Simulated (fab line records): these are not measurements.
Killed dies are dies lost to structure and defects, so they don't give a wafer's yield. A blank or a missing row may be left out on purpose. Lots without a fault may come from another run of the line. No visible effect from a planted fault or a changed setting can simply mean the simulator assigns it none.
The tool behind it: which one? + flow n5_finfet + 24 lots with 72 wafers sampled at 6 steps, on a route of 1938 steps

WHAT EACH GAUGE READ, for each wafer
N5_DUMMY_REMOVAL_INSPECT_06: inspects for defects (brightfield).
| lot  | measured    | on                | raw_defect_count |
|------|-------------|-------------------|------------------|
| L074 | day 3 22:17 | defect_inspect-01 | 13 9 11          |
| L075 | day 4 03:27 | defect_inspect-01 | 6 11 12          |
| L076 | day 4 14:09 | defect_inspect-01 | 6 14 8           |
| L077 | day 4 15:07 | defect_inspect-01 | 15 16 13         |
| L078 | day 4 23:24 | defect_inspect-01 | 28 17 13         |
| L079 | day 5 04:48 | defect_inspect-02 | 11 6 5           |
| L080 | day 5 11:25 | defect_inspect-02 | 26 10 8          |
| L081 | day 5 16:52 | defect_inspect-02 | 9 11 20          |
| L082 | day 5 21:28 | defect_inspect-02 | 10 11 11         |
| L083 | day 6 03:23 | defect_inspect-01 | 7 5 2            |
| L084 | day 6 11:43 | defect_inspect-02 | 12 9 9           |
| L085 | day 6 17:05 | defect_inspect-02 | 17 6 26          |
| L086 | day 6 21:05 | defect_inspect-02 | 16 20 16         |
| L087 | day 7 04:02 | defect_inspect-01 | 14 16 7          |
| L088 | day 7 10:23 | defect_inspect-02 | 12 10 12         |
| L089 | day 7 20:08 | defect_inspect-02 | 16 4 11          |
| L090 | day 7 21:35 | defect_inspect-01 | 6 4 5            |
| L091 | day 8 06:52 | defect_inspect-01 | 11 14 7          |
| L092 | day 8 08:15 | defect_inspect-01 | 7 9 11           |
| L093 | day 8 15:17 | defect_inspect-02 | 12 10 8          |
| L094 | day 8 21:48 | defect_inspect-02 | 14 8 11          |
| L095 | day 9 07:49 | defect_inspect-01 | 12 16 13         |
| L096 | day 9 14:28 | defect_inspect-02 | 11 5 5           |
| L097 | day 9 18:02 | defect_inspect-01 | 10 8 7           |

N5_HKMG_FIN_THK_MEAS_70: measures by xrf.
| lot  | measured    | on            | HK_THK (nm)       |
|------|-------------|---------------|-------------------|
| L074 | day 4 02:06 | film_metro-01 | 1.582 1.599 1.601 |
| L075 | day 4 07:46 | film_metro-02 | 1.636 1.588 1.579 |
| L076 | day 4 18:30 | film_metro-01 | 1.574 1.602 1.565 |
| L077 | day 4 19:24 | film_metro-01 | 1.573 1.586 1.576 |
| L078 | day 5 03:26 | film_metro-01 | 1.573 1.568 1.590 |
| L079 | day 5 08:40 | film_metro-02 | 1.585 1.585 1.593 |
| L080 | day 5 15:41 | film_metro-01 | 1.573 1.570 1.573 |
| L081 | day 5 21:10 | film_metro-02 | 1.628 1.614 1.595 |
| L082 | day 6 01:17 | film_metro-01 | 1.590 1.586 1.598 |
| L083 | day 6 07:40 | film_metro-01 | 1.578 1.572 1.578 |
| L084 | day 6 15:58 | film_metro-01 | 1.587 1.599 1.582 |
| L085 | day 6 21:02 | film_metro-01 | 1.597 1.607 1.590 |
| L086 | day 7 01:07 | film_metro-02 | 1.586 1.618 1.591 |
| L087 | day 7 07:55 | film_metro-01 | 1.592 1.606 1.585 |
| L088 | day 7 14:37 | film_metro-01 | 1.604 1.580 1.572 |
| L089 | day 8 00:06 | film_metro-01 | 1.576 1.569 1.599 |
| L090 | day 8 01:38 | film_metro-02 | 1.573 1.592 1.590 |
| L091 | day 8 10:47 | film_metro-01 | 1.591 1.579 1.576 |
| L092 | day 8 12:04 | film_metro-01 | 1.576 1.570 1.571 |
| L093 | day 8 19:07 | film_metro-02 | 1.587 1.619 1.593 |
| L094 | day 9 01:31 | film_metro-01 | 1.608 1.603 1.611 |
| L095 | day 9 11:41 | film_metro-02 | 1.600 1.621 1.555 |
| L096 | day 9 18:22 | film_metro-02 | 1.588 1.599 1.590 |
| L097 | day 9 22:16 | film_metro-01 | 1.587 1.600 1.585 |

N5_HKMG_FIN_INSPECT_28: inspects for defects (darkfield).
| lot  | measured     | on                | raw_defect_count |
|------|--------------|-------------------|------------------|
| L074 | day 4 07:52  | defect_inspect-02 | 49 70 73         |
| L075 | day 4 13:29  | defect_inspect-02 | 42 46 44         |
| L076 | day 5 00:40  | defect_inspect-01 | 28 57 33         |
| L077 | day 5 00:52  | defect_inspect-01 | 49 37 24         |
| L078 | day 5 08:53  | defect_inspect-02 | 62 108 58        |
| L079 | day 5 14:17  | defect_inspect-02 | 124 60 50        |
| L080 | day 5 21:19  | defect_inspect-01 | 27 38 22         |
| L081 | day 6 02:24  | defect_inspect-01 | 35 65 39         |
| L082 | day 6 06:49  | defect_inspect-01 | 26 57 46         |
| L083 | day 6 13:01  | defect_inspect-02 | 30 51 44         |
| L084 | day 6 21:31  | defect_inspect-01 | 52 56 48         |
| L085 | day 7 02:35  | defect_inspect-02 | 34 37 54         |
| L086 | day 7 06:38  | defect_inspect-02 | 46 30 88         |
| L087 | day 7 13:19  | defect_inspect-01 | 34 48 56         |
| L088 | day 7 19:50  | defect_inspect-02 | 36 34 36         |
| L089 | day 8 05:26  | defect_inspect-01 | 20 49 38         |
| L090 | day 8 11:58  | defect_inspect-02 | 62 78 74         |
| L091 | day 8 16:20  | defect_inspect-01 | 69 95 69         |
| L092 | day 8 17:30  | defect_inspect-02 | 84 68 41         |
| L093 | day 9 00:19  | defect_inspect-02 | 26 26 18         |
| L094 | day 9 07:19  | defect_inspect-02 | 30 29 43         |
| L095 | day 9 16:54  | defect_inspect-02 | 36 69 35         |
| L096 | day 9 23:43  | defect_inspect-02 | 27 74 50         |
| L097 | day 10 03:37 | defect_inspect-01 | 21 20 18         |

EACH LOT AND THE TOOL THAT RAN IT (in order: tool; ch and the chambers of the sampled wafers; start)
| lot  | N5_HKMG_FIN_ETCH_32               | N5_HKMG_FIN_W_FILL_22         | N5_HKMG_FIN_CMP_23           |
|------|-----------------------------------|-------------------------------|------------------------------|
| L074 | rie_diel-04 ch 1,2, day 4 03:10   | cvd_w-01 ch 0,1, day 4 07:01  | cmp-02 ch 1,2, day 4 07:13   |
| L075 | rie_diel-02 ch 1,2,3, day 4 09:04 | cvd_w-02 ch 0,1, day 4 12:40  | cmp-03 ch 1,2,3, day 4 12:47 |
| L076 | rie_diel-02 ch 0,1,3, day 4 20:15 | cvd_w-02 ch 0,1, day 4 23:51  | cmp-04 ch 0,1,2, day 5 00:11 |
| L077 | rie_diel-04 ch 2,3, day 4 20:29   | cvd_w-01 ch 0,1, day 5 00:03  | cmp-03 ch 0,3, day 5 00:14   |
| L078 | rie_diel-04 ch 0,1,2, day 5 04:29 | cvd_w-01 ch 0,1, day 5 08:04  | cmp-02 ch 0,1, day 5 08:16   |
| L079 | rie_diel-01 ch 0,3, day 5 09:52   | cvd_w-01 ch 0,1, day 5 13:28  | cmp-03 ch 1,2,3, day 5 13:48 |
| L080 | rie_diel-04 ch 0,1,3, day 5 16:56 | cvd_w-01 ch 0,1, day 5 20:26  | cmp-02 ch 1,2,3, day 5 20:36 |
| L081 | rie_diel-01 ch 1,2, day 5 22:06   | cvd_w-02 ch 0,1, day 6 01:34  | cmp-03 ch 1,2,3, day 6 01:41 |
| L082 | rie_diel-02 ch 0,3, day 6 02:28   | cvd_w-02 ch 1, day 6 06:00    | cmp-04 ch 1,2,3, day 6 06:07 |
| L083 | rie_diel-01 ch 1,3, day 6 08:43   | cvd_w-01 ch 0,1, day 6 12:12  | cmp-03 ch 2,3, day 6 12:19   |
| L084 | rie_diel-01 ch 1,2,3, day 6 17:12 | cvd_w-01 ch 0,1, day 6 20:41  | cmp-04 ch 0,1,3, day 6 20:48 |
| L085 | rie_diel-01 ch 1,2, day 6 22:08   | cvd_w-01 ch 0,1, day 7 01:46  | cmp-02 ch 0,1,2, day 7 01:52 |
| L086 | rie_diel-04 ch 0,2,3, day 7 02:11 | cvd_w-01 ch 0,1, day 7 05:49  | cmp-02 ch 0,1,3, day 7 05:56 |
| L087 | rie_diel-02 ch 2,3, day 7 08:59   | cvd_w-01 ch 0,1, day 7 12:30  | cmp-02 ch 1,2, day 7 12:36   |
| L088 | rie_diel-04 ch 0,1,3, day 7 15:32 | cvd_w-01 ch 0,1, day 7 19:01  | cmp-03 ch 1,2,3, day 7 19:12 |
| L089 | rie_diel-01 ch 0,1,3, day 8 01:10 | cvd_w-02 ch 1, day 8 04:38    | cmp-03 ch 1,2, day 8 04:44   |
| L090 | rie_diel-01 ch 0,1, day 8 02:42   | cvd_w-01 ch 0,1, day 8 06:12  | cmp-03 ch 1,2,3, day 8 06:28 |
| L091 | rie_diel-04 ch 1,2, day 8 11:43   | cvd_w-01 ch 0,1, day 8 15:32  | cmp-04 ch 1,2, day 8 15:38   |
| L092 | rie_diel-02 ch 2,3, day 8 13:07   | cvd_w-02 ch 0,1, day 8 16:41  | cmp-04 ch 1,2,3, day 8 16:47 |
| L093 | rie_diel-02 ch 0,2,3, day 8 20:02 | cvd_w-02 ch 0, day 8 23:31    | cmp-03 ch 0,2, day 8 23:37   |
| L094 | rie_diel-02 ch 0,1,2, day 9 02:44 | cvd_w-02 ch 0,1, day 9 06:29  | cmp-03 ch 0,2,3, day 9 06:41 |
| L095 | rie_diel-04 ch 0,1,2, day 9 12:37 | cvd_w-01 ch 0,1, day 9 16:05  | cmp-02 ch 0,2, day 9 16:11   |
| L096 | rie_diel-01 ch 0,1,3, day 9 19:18 | cvd_w-02 ch 0,1, day 9 22:53  | cmp-02 ch 0,1,3, day 9 23:05 |
| L097 | rie_diel-01 ch 0,1,2, day 9 23:19 | cvd_w-01 ch 0,1, day 10 02:49 | cmp-03 ch 0,2, day 10 02:55  |
- N5_HKMG_FIN_ETCH_32: etches SOC in N2/H2, target depth 240 nm, time 300 s.
- N5_HKMG_FIN_W_FILL_22: material W, target thk 60 nm, time 18.2 s.
- N5_HKMG_FIN_CMP_23: polishes, stops on SiNx, t overpolish 10 s, target thk 46.326 nm.

AS READ BY THE TOOLS THEMSELVES (means over the sampled wafers that have a number; for cases with no such wafer, the mark the record gives instead)
N5_HKMG_FIN_ETCH_32.
| lot  | tool        | drypump_motor_current_A (A) | oes_product_au (a.u.) | rf_vpp_V (V) | showerhead_plenum_p_Torr (Torr) | throttle_valve_pct (%) |
|------|-------------|-----------------------------|-----------------------|--------------|---------------------------------|------------------------|
| L074 | rie_diel-04 | 5.1                         | 0.71                  | 524.3        | 2.55                            | 18.11                  |
| L075 | rie_diel-02 | 5.1                         | 0.73                  | 522.9        | 2.50                            | 17.95                  |
| L076 | rie_diel-02 | 5.3                         | 0.74                  | 523.0        | 2.53                            | 17.89                  |
| L077 | rie_diel-04 | 5.6                         | 0.75                  | 525.1        | 2.61                            | 18.34                  |
| L078 | rie_diel-04 | 5.3                         | 0.79                  | 524.8        | 2.58                            | 18.12                  |
| L079 | rie_diel-01 | 6.0                         | 0.74                  | 526.8        | 2.64                            | 18.09                  |
| L080 | rie_diel-04 | 5.2                         | 0.84                  | 524.4        | 2.56                            | 17.90                  |
| L081 | rie_diel-01 | 5.9                         | 0.86                  | 522.7        | 2.54                            | 17.76                  |
| L082 | rie_diel-02 | 5.4                         | 0.76                  | 524.3        | 2.54                            | 17.93                  |
| L083 | rie_diel-01 | 6.2                         | 0.83                  | 525.7        | 2.61                            | 18.17                  |
| L084 | rie_diel-01 | 6.0                         | 0.86                  | 525.3        | 2.61                            | 17.85                  |
| L085 | rie_diel-01 | 5.8                         | 0.90                  | 526.1        | 2.62                            | 17.53                  |
| L086 | rie_diel-04 | 5.5                         | 0.91                  | 524.6        | 2.60                            | 18.00                  |
| L087 | rie_diel-02 | 4.9                         | 0.74                  | 522.7        | 2.50                            | 17.99                  |
| L088 | rie_diel-04 | 5.2                         | 0.81                  | 524.3        | 2.55                            | 17.92                  |
| L089 | rie_diel-01 | 6.0                         | 0.88                  | 524.1        | 2.58                            | 17.98                  |
| L090 | rie_diel-01 | 6.0                         | 0.92                  | 523.7        | 2.55                            | 17.72                  |
| L091 | rie_diel-04 | 5.3                         | 0.84                  | 525.0        | 2.57                            | 18.11                  |
| L092 | rie_diel-02 | 5.0                         | 0.74                  | 522.8        | 2.50                            | 18.00                  |
| L093 | rie_diel-02 | 5.2                         | 0.74                  | 522.9        | 2.50                            | 18.04                  |
| L094 | rie_diel-02 | 5.3                         | 0.78                  | 521.5        | 2.47                            | 17.87                  |
| L095 | rie_diel-04 | 5.3                         | 0.82                  | 524.4        | 2.56                            | 18.04                  |
| L096 | rie_diel-01 | 6.1                         | 0.85                  | 525.4        | 2.57                            | 17.99                  |
| L097 | rie_diel-01 | 5.9                         | 0.87                  | 524.8        | 2.58                            | 17.67                  |

N5_HKMG_FIN_W_FILL_22.
| lot  | tool     | heater_power_w (W) | throttle_valve_pct (%) |
|------|----------|--------------------|------------------------|
| L074 | cvd_w-01 | 838                | 19.5                   |
| L075 | cvd_w-02 | 857                | 19.1                   |
| L076 | cvd_w-02 | 859                | 19.1                   |
| L077 | cvd_w-01 | 944                | 19.9                   |
| L078 | cvd_w-01 | 959                | 20.1                   |
| L079 | cvd_w-01 | 848                | 19.8                   |
| L080 | cvd_w-01 | 838                | 19.5                   |
| L081 | cvd_w-02 | 863                | 19.4                   |
| L082 | cvd_w-02 | 841                | 19.1                   |
| L083 | cvd_w-01 | 951                | 20.3                   |
| L084 | cvd_w-01 | 953                | 20.1                   |
| L085 | cvd_w-01 | 846                | 19.7                   |
| L086 | cvd_w-01 | 842                | 19.8                   |
| L087 | cvd_w-01 | 935                | 20.2                   |
| L088 | cvd_w-01 | 950                | 20.3                   |
| L089 | cvd_w-02 | 851                | 19.3                   |
| L090 | cvd_w-01 | 945                | 20.0                   |
| L091 | cvd_w-01 | 955                | 20.3                   |
| L092 | cvd_w-02 | 858                | 19.3                   |
| L093 | cvd_w-02 | 932                | 19.6                   |
| L094 | cvd_w-02 | 874                | 19.6                   |
| L095 | cvd_w-01 | 934                | 20.4                   |
| L096 | cvd_w-02 | 901                | 19.6                   |
| L097 | cvd_w-01 | 845                | 19.9                   |

N5_HKMG_FIN_CMP_23.
| lot  | tool   | head_pressure_psi (psi) | motor_current_A (A) | overpolish_run_s (s) | retaining_ring_pressure_frac | slurry_flow_ml_min | time_to_endpoint_s (s) |
|------|--------|-------------------------|---------------------|----------------------|------------------------------|--------------------|------------------------|
| L074 | cmp-02 | 4.003                   | 11.4                | 10.001               | 0.998                        | 149.8              | 10.9                   |
| L075 | cmp-03 | 4.006                   | 11.9                | 10.002               | 0.999                        | 149.9              | 13.5                   |
| L076 | cmp-04 | 4.003                   | 12.6                | 10.000               | 1.003                        | 150.1              | 10.0                   |
| L077 | cmp-03 | 3.997                   | 12.8                | 9.998                | 1.003                        | 149.7              | 12.2                   |
| L078 | cmp-02 | 4.001                   | 12.1                | 9.993                | 1.006                        | 149.3              | 12.3                   |
| L079 | cmp-03 | 3.996                   | 12.5                | 9.996                | 0.997                        | 150.1              | 14.8                   |
| L080 | cmp-02 | 4.001                   | 12.6                | 10.003               | 0.994                        | 149.9              | 12.0                   |
| L081 | cmp-03 | 4.000                   | 12.6                | 10.000               | 1.004                        | 150.0              | 12.7                   |
| L082 | cmp-04 | 4.008                   | 12.4                | 10.007               | 1.000                        | 150.0              | 14.3                   |
| L083 | cmp-03 | 3.996                   | 12.2                | 10.002               | 0.995                        | 150.0              | 11.5                   |
| L084 | cmp-04 | 4.006                   | 12.3                | 9.991                | 1.000                        | 150.2              | 13.6                   |
| L085 | cmp-02 | 3.992                   | 11.7                | 10.007               | 0.997                        | 150.1              | 11.5                   |
| L086 | cmp-02 | 4.011                   | 12.6                | 9.997                | 1.000                        | 150.2              | 11.5                   |
| L087 | cmp-02 | 3.992                   | 13.0                | 9.985                | 1.005                        | 150.2              | 12.9                   |
| L088 | cmp-03 | 4.007                   | 12.2                | 9.995                | 0.996                        | 149.7              | 10.8                   |
| L089 | cmp-03 | 3.992                   | 11.7                | 10.000               | 1.000                        | 150.0              | 11.0                   |
| L090 | cmp-03 | 4.012                   | 12.4                | 10.006               | 0.994                        | 149.9              | 9.4                    |
| L091 | cmp-04 | 4.009                   | 13.0                | 10.001               | 0.999                        | 150.5              | 12.4                   |
| L092 | cmp-04 | 4.004                   | 12.4                | 9.992                | 1.001                        | 150.2              | 12.4                   |
| L093 | cmp-03 | 4.003                   | 11.7                | 10.009               | 0.999                        | 149.8              | 11.1                   |
| L094 | cmp-03 | 3.996                   | 12.5                | 9.996                | 0.996                        | 150.5              | 7.3                    |
| L095 | cmp-02 | 3.996                   | 10.6                | 10.000               | 1.001                        | 149.9              | 11.4                   |
| L096 | cmp-02 | 3.995                   | 12.4                | 10.001               | 1.001                        | 149.5              | 11.2                   |
| L097 | cmp-03 | 3.996                   | 12.2                | 10.006               | 0.997                        | 149.9              | 10.4                   |

THE ANSWER, worked out from the rows above alone
Rule: usual is defined by the lots themselves. The widest of any qualifying gaps counts: lots, ordered by their means at a reading, are off when they make up no more than a third of the lots, leave a main group of 4 or more, and stand apart from it by 3 or more times the standard deviation of that group's means. A main group is skipped when, at the precision printed for the reading in the tables above, its means are all equal. Also off: a lot with no number at a reading for which 4 or more lots have one. Where the step has rows for the other lots, those lots are counted as sound. First the gauges in route order, then the tools' own readings, where a lot's mean is used as printed above. At the first step where some lot is off, the reading lying furthest off is the one used; lots without a number count as furthest.
No lot is off on any of the readings shown, so nothing can be concluded from this.

WHAT THE SIMULATOR PUT IN
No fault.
